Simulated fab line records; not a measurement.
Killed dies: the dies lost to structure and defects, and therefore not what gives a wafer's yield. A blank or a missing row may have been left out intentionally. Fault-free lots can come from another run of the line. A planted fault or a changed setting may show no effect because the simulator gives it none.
fab line records | flow nand_harc
record: lots: 14 | wafers: 42 | last_day: 33
route steps=1302 shown P_GATE@142 P_CONTACT@217
lots that met no fault: from a run of the same line without faults
start_h: hours from the record's opening day to when the first of the lot's shown wafers began | wait_h: time in hours since the lot's previous step | " the same as in the row above | L1.1+2: a single row standing in for several wafers | - either no value or no given start | * or withheld: withheld | < > ~ a bound
route shown NAME@n: NAME is a module with steps in the file, n the number in the route of the first one | usual: mean/standard deviation taken from wafers without a fault | same: alike in all rows | chamber/n: place in a boat | sites: readings site by site | _std_site: the standard deviation of these | _edge_site: the outer-site mean with the inner-site mean subtracted | radius_mm: how far each site lies from the wafer's centre | mask NAME#n: copy n | behind: tool/chamber where the wafer was last shaped | hold: why the lot was held/for how many hours/how that ended | device: the transistor (n, p or np) that didn't switch | end of line: the same wafers' tests at the end of the route | a step without rows: its recipe alone | killed: dies that structure and defects cost at the first sort, which is not the same as the wafer's yield | map: a wafer's dies, marking killed ones x, the rest . and places with no die _
set.NAME: the run value of the setting; set.NAME@STEP: its run value at that earlier step | model.NAME: the simulator's own value behind a step, which no gauge read
the route's steps for a sample of lots (tables are steps, rows are wafers)
services: the hour from which a tool's chamber was out of use, counted from the record's first day as start_h (under 0 if before that day), plus the number of hours and why
== steps ==
step: NHARC_P_GATE_OVL_MEAS_27
usual: overlay_x_nm: 0.1/0.99 | overlay_y_nm: 0.1/0.86
lot.wafer | tool       | chamber | start_h | wait_h | overlay_x_nm | overlay_y_nm
L808.2    | overlay-01 | -       | 118.04  | -      | -0.8         | 0.2
L808.4    | "          | -       | "       | "      | -0.7         | -0.1
L808.6    | "          | -       | "       | "      | -1.0         | -0.1
L809.1    | overlay-02 | -       | 127.58  | -      | 1.2          | -0.6
L809.5    | "          | -       | "       | "      | 1.0          | -0.1
L809.6    | "          | -       | "       | "      | 1.8          | 0.0
L812.1    | overlay-02 | -       | 155.77  | -      | -1.1         | 0.3
L812.2    | "          | -       | "       | "      | -0.9         | 0.2
L812.6    | "          | -       | "       | "      | -1.2         | 0.2
L813.1    | overlay-01 | -       | 169.72  | -      | 0.7          | 0.5
L813.3    | "          | -       | "       | "      | 0.8          | 0.1
L813.4    | "          | -       | "       | "      | 0.5          | 0.1
L819.2    | overlay-01 | -       | 239.33  | -      | -0.8         | 0.1
L819.4    | "          | -       | "       | "      | -0.3         | 0.2
L819.5    | "          | -       | "       | "      | 0.1          | 0.1
L821.3    | overlay-02 | -       | 239.49  | -      | 0.3          | -0.4
L821.4    | "          | -       | "       | "      | 0.3          | -0.2
L821.5    | "          | -       | "       | "      | 0.1          | -0.7
L820.1    | overlay-01 | -       | 239.64  | -      | 1.2          | 0.2
L820.5    | "          | -       | "       | "      | 1.1          | -0.1
L820.6    | "          | -       | "       | "      | 1.9          | 0.1
L822.1    | overlay-01 | -       | 256.61  | -      | 1.4          | 0.2
L822.5    | "          | -       | "       | "      | 1.3          | -0.2
L822.6    | "          | -       | "       | "      | 0.9          | -0.1
L824.1    | overlay-02 | -       | 274.68  | -      | 1.7          | 1.0
L824.2    | "          | -       | "       | "      | 1.3          | -0.1
L824.4    | "          | -       | "       | "      | 1.0          | 0.2
L825.2    | overlay-01 | -       | 284.17  | -      | 0.7          | -0.4
L825.3    | "          | -       | "       | "      | 0.3          | -0.2
L825.4    | "          | -       | "       | "      | 0.9          | -0.4
L826.3    | overlay-01 | -       | 298.14  | -      | 0.7          | 0.5
L826.5    | "          | -       | "       | "      | 1.1          | 1.0
L826.6    | "          | -       | "       | "      | 1.1          | 0.7
L827.1    | overlay-01 | -       | 305.61  | -      | 0.5          | -1.0
L827.3    | "          | -       | "       | "      | -0.2         | -0.9
L827.4    | "          | -       | "       | "      | -0.1         | -0.5
L828.4    | overlay-02 | -       | 316.26  | -      | -0.6         | 0.9
L828.5    | "          | -       | "       | "      | -0.7         | 1.3
L828.6    | "          | -       | "       | "      | -0.5         | 1.5
L829.1    | overlay-01 | -       | 327.61  | -      | -0.5         | -0.8
L829.4    | "          | -       | "       | "      | 0.1          | -1.2
L829.6    | "          | -       | "       | "      | -0.4         | -1.3
step: NHARC_P_GATE_DEVELOP_58
recipe: time_s: 70
usual: chill_plate_temp_C: 22.98/0.1 | exhaust_pa: 44.9/0.83
lot.wafer | tool           | chamber | start_h | wait_h | chill_plate_temp_C | exhaust_pa
L808.2    | litho_track-07 | 0       | 131     | -      | 22.93              | 43.0
L808.4    | "              | 0       | "       | "      | 23.05              | 43.5
L808.6    | "              | 0       | "       | "      | 23.02              | 43.9
L809.1    | litho_track-05 | 0       | 141     | -      | 23.14              | 45.4
L809.5    | "              | 0       | "       | "      | 23.10              | 45.9
L809.6    | "              | 0       | "       | "      | 22.96              | 44.2
L812.1    | litho_track-07 | -       | 169     | -      | -                  | -
L812.2    | "              | -       | "       | "      | -                  | -
L812.6    | "              | -       | "       | "      | -                  | -
L813.1    | litho_track-03 | -       | 185     | -      | -                  | -
L813.3    | "              | -       | "       | "      | -                  | -
L813.4    | "              | -       | "       | "      | -                  | -
L819.2    | litho_track-03 | 0       | 253     | -      | 23.17              | 44.9
L819.4    | "              | 0       | "       | "      | 23.13              | 45.2
L819.5    | "              | 0       | "       | "      | 23.08              | 45.2
L821.3    | litho_track-05 | 0       | 253     | -      | 22.88              | 45.7
L821.4    | "              | 0       | "       | "      | 22.84              | 45.0
L821.5    | "              | 0       | "       | "      | 22.96              | 45.0
L820.1    | litho_track-03 | 0       | 253     | -      | 22.92              | 44.2
L820.5    | "              | 0       | "       | "      | 22.99              | 43.7
L820.6    | "              | 0       | "       | "      | 23.05              | 44.1
L822.1    | litho_track-07 | 0       | 270     | -      | 23.01              | 44.7
L822.5    | "              | 0       | "       | "      | 22.89              | 43.8
L822.6    | "              | 0       | "       | "      | 22.88              | 42.9
L824.1    | litho_track-05 | 0       | 288     | -      | 22.99              | 44.4
L824.2    | "              | 0       | "       | "      | 22.97              | 45.2
L824.4    | "              | 0       | "       | "      | 23.03              | 44.4
L825.2    | litho_track-07 | 0       | 297     | -      | 23.01              | 45.3
L825.3    | "              | 0       | "       | "      | 23.09              | 44.1
L825.4    | "              | 0       | "       | "      | 23.01              | 46.5
L826.3    | litho_track-07 | 0       | 311     | -      | 23.00              | 46.2
L826.5    | "              | 0       | "       | "      | 22.98              | 45.9
L826.6    | "              | 0       | "       | "      | 22.95              | 44.5
L827.1    | litho_track-05 | 0       | 319     | -      | 22.95              | 44.6
L827.3    | "              | 0       | "       | "      | 23.15              | 44.8
L827.4    | "              | 0       | "       | "      | 23.02              | 46.7
L828.4    | litho_track-07 | 0       | 329     | -      | 22.95              | 44.7
L828.5    | "              | 0       | "       | "      | 22.94              | 44.0
L828.6    | "              | 0       | "       | "      | 22.82              | 43.8
L829.1    | litho_track-07 | 0       | 341     | -      | 22.92              | 43.7
L829.4    | "              | 0       | "       | "      | 23.03              | 44.7
L829.6    | "              | 0       | "       | "      | 22.89              | 44.6
step: NHARC_P_GATE_RTA_80
recipe: temp_c: 300 | time_s: 30
usual: lamp_power_pct: 2.29/0.06 | lamp_zone_6_pct: 2.26/0.059 | wafer_temp_C_max: 301.3/0.55
lot.wafer | tool          | chamber | start_h | wait_h | lamp_power_pct | lamp_zone_6_pct | wafer_temp_C_max
L808.2    | rtp_anneal-01 | 0       | 135.88  | -      | 2.23           | 2.21            | 300.8
L808.4    | "             | 0       | "       | "      | 2.23           | 2.21            | 300.6
L808.6    | "             | 0       | "       | "      | 2.23           | 2.21            | 301.0
L809.1    | rtp_anneal-01 | 0       | 145.45  | -      | 2.23           | 2.21            | 300.6
L809.5    | "             | 0       | "       | "      | 2.23           | 2.21            | 300.4
L809.6    | "             | 0       | "       | "      | 2.23           | 2.21            | 300.4
L812.1    | rtp_anneal-01 | 0       | 173.67  | -      | 2.24           | 2.22            | 301.2
L812.2    | "             | 0       | "       | "      | 2.24           | 2.22            | 301.3
L812.6    | "             | 0       | "       | "      | 2.24           | 2.22            | 300.7
L813.1    | rtp_anneal-02 | 0       | 189.59  | -      | 2.35           | 2.33            | 301.7
L813.3    | "             | 0       | "       | "      | 2.36           | 2.33            | 302.3
L813.4    | "             | 0       | "       | "      | 2.36           | 2.33            | 301.8
L819.2    | rtp_anneal-01 | 0       | 257.26  | -      | 2.23           | 2.21            | 300.5
L819.4    | "             | 0       | "       | "      | 2.23           | 2.21            | 300.8
L819.5    | "             | 0       | "       | "      | 2.23           | 2.21            | 301.0
L821.3    | rtp_anneal-01 | 0       | 258.17  | -      | 2.23           | 2.21            | 300.7
L821.4    | "             | 0       | "       | "      | 2.23           | 2.21            | 300.9
L821.5    | "             | 0       | "       | "      | 2.23           | 2.21            | 300.7
L820.1    | rtp_anneal-01 | 0       | 258.92  | -      | 2.24           | 2.21            | 301.4
L820.5    | "             | 0       | "       | "      | 2.24           | 2.21            | 301.3
L820.6    | "             | 0       | "       | "      | 2.23           | 2.21            | 301.1
L822.1    | rtp_anneal-01 | 0       | 274.18  | -      | 2.23           | 2.21            | 300.7
L822.5    | "             | 0       | "       | "      | 2.23           | 2.21            | 300.8
L822.6    | "             | 0       | "       | "      | 2.23           | 2.21            | 300.6
L824.1    | rtp_anneal-02 | 0       | 292.44  | -      | 2.35           | 2.33            | 301.8
L824.2    | "             | 0       | "       | "      | 2.35           | 2.33            | 302.2
L824.4    | "             | 0       | "       | "      | 2.35           | 2.33            | 302.0
L825.2    | rtp_anneal-02 | 0       | 301.92  | -      | 2.35           | 2.33            | 302.0
L825.3    | "             | 0       | "       | "      | 2.35           | 2.33            | 302.1
L825.4    | "             | 0       | "       | "      | 2.35           | 2.33            | 301.8
L826.3    | rtp_anneal-02 | 0       | 315.76  | -      | 2.35           | 2.33            | 301.8
L826.5    | "             | 0       | "       | "      | 2.35           | 2.33            | 301.7
L826.6    | "             | 0       | "       | "      | 2.35           | 2.33            | 301.7
L827.1    | rtp_anneal-01 | 0       | 323.34  | -      | 2.23           | 2.21            | 300.5
L827.3    | "             | 0       | "       | "      | 2.23           | 2.21            | 301.0
L827.4    | "             | 0       | "       | "      | 2.23           | 2.21            | 300.9
L828.4    | rtp_anneal-02 | 0       | 333.95  | -      | 2.35           | 2.33            | 301.4
L828.5    | "             | 0       | "       | "      | 2.35           | 2.33            | 302.2
L828.6    | "             | 0       | "       | "      | 2.35           | 2.33            | 301.4
L829.1    | rtp_anneal-01 | 0       | 345.27  | -      | 2.24           | 2.22            | 301.3
L829.4    | "             | 0       | "       | "      | 2.24           | 2.21            | 300.9
L829.6    | "             | 0       | "       | "      | 2.24           | 2.22            | 300.9
step: NHARC_P_CONTACT_DEP_30
recipe: target_thk_a: 300 | temp_c: 400 | target_thk_nm: 30 | flow_sccm: 200 | rf_w: 450 | material: SiNx
usual: heater_power_w: 719/78
lot.wafer | tool     | chamber | start_h | wait_h | heater_power_w
L808.2    | pecvd-04 | 0       | 136.61  | 0.1    | 788
L808.6    | "        | 2       | "       | "      | 771
L808.4    | "        | 1       | "       | "      | 715
L809.1    | pecvd-03 | 0       | 146.17  | 0.1    | 814
L809.5    | "        | 0       | "       | "      | 819
L809.6    | "        | 2       | "       | "      | 674
L819.2    | pecvd-03 | 0       | 258.01  | 0.1    | 808
L819.5    | "        | 1       | "       | "      | 709
L819.4    | "        | 2       | "       | "      | 779
L821.3    | pecvd-04 | 2       | 258.90  | 0.1    | 751
L821.4    | "        | 1       | "       | "      | 787
L821.5    | "        | 0       | "       | "      | 741
L820.1    | pecvd-03 | 2       | 259.70  | 0.1    | 705
L820.5    | "        | 2       | "       | "      | 703
L820.6    | "        | 0       | "       | "      | 722
L822.1    | pecvd-01 | 2       | 274.98  | 0.1    | 607
L822.6    | "        | 0       | "       | "      | 589
L822.5    | "        | 1       | "       | "      | 750
L824.2    | pecvd-01 | 0       | 293.16  | 0.1    | 641
L824.1    | "        | 2       | "       | "      | 690
L824.4    | "        | 1       | "       | "      | 615
L825.2    | pecvd-03 | 1       | 302.66  | 0.1    | 687
L825.3    | "        | 2       | "       | "      | 711
L825.4    | "        | 0       | "       | "      | 787
L826.3    | pecvd-03 | 1       | 316.42  | 0.1    | 771
L826.6    | "        | 1       | "       | "      | 763
L826.5    | "        | 0       | "       | "      | 808
L827.3    | pecvd-04 | 0       | 324.06  | 0.1    | 727
L827.1    | "        | 2       | "       | "      | 859
L827.4    | "        | 1       | "       | "      | 776
L828.6    | pecvd-01 | 1       | 334.70  | 0.2    | 697
L828.5    | "        | 2       | "       | "      | 630
L828.4    | "        | 0       | "       | "      | 535
L829.1    | pecvd-01 | 1       | 346.00  | 0.1    | 678
L829.6    | "        | 1       | "       | "      | 679
L829.4    | "        | 0       | "       | "      | 566
== services ==
tool           | chamber | start_h | hours | kind
litho_track-05 | -       | 124.00  | 7.0   | pm
pecvd-01       | -       | 130.09  | 13.0  | pm
pecvd-01       | 0       | 130.09  | 13.0  | vent_cycle
pecvd-01       | 1       | 130.09  | 13.0  | vent_cycle
pecvd-01       | 2       | 130.09  | 13.0  | vent_cycle
pecvd-01       | 0       | 143.09  | -     | clean
pecvd-01       | 1       | 143.09  | -     | clean
pecvd-01       | 2       | 143.09  | -     | clean
pecvd-01       | 0       | 147.14  | 23.7  | repair
pecvd-03       | 2       | 183.53  | 5.7   | repair
pecvd-03       | -       | 185.40  | 13.0  | pm
pecvd-03       | 0       | 185.40  | 13.0  | vent_cycle
pecvd-03       | 1       | 185.40  | 13.0  | vent_cycle
pecvd-03       | 0       | 198.40  | -     | clean
pecvd-03       | 1       | 198.40  | -     | clean
pecvd-03       | 2       | 198.40  | -     | clean
litho_track-07 | -       | 251.00  | 7.0   | pm
pecvd-04       | -       | 269.00  | 13.0  | pm
litho_track-03 | -       | 275.00  | 7.0   | pm
litho_track-05 | -       | 299.00  | 7.0   | pm
pecvd-01       | -       | 311.32  | 13.0  | pm
pecvd-01       | 0       | 311.32  | 17.7  | vent_cycle
pecvd-01       | 1       | 311.32  | 13.0  | vent_cycle
pecvd-01       | 2       | 311.32  | 13.0  | vent_cycle
== key ==
first_sign: step: NHARC_P_GATE_DEVELOP_58 | reading: tool_record | direction: missing
effect none on later readings
met_at NHARC_P_GATE_DEVELOP_58
struck_lots L812,L813
later_rows_left_out L812.1,L812.2,L812.6,L813.1,L813.3,L813.4
sort_left_out L812.1,L812.2,L812.6,L813.1,L813.3,L813.4
tester_left_out L812,L813
not_acting_at NHARC_P_GATE_OVL_MEAS_27,NHARC_P_GATE_RTA_80,NHARC_P_CONTACT_DEP_30
onset_between 131 169
fault: kind: skipped_step_whole | tool: litho_track-03,litho_track-07 | chamber: - | onset_h: 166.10 | steps: NHARC_P_GATE_DEVELOP_58 | scope: struck_lots_only
tester_left_out: of these lots the tester's yield and bins aren't shown, on N5 and GAA mostly nor the transistor test; their killed dies are dies lost to structure and defects alone, not to doping, threshold or leakage, so they don't give the yield
sort_left_out: the simulated sort isn't trusted on such a fault, so these wafers' sort isn't shown, and their yield isn't known
later_rows_left_out: the simulator's readings of these wafers behind a module that went badly wrong aren't trusted and aren't shown, but for the sort
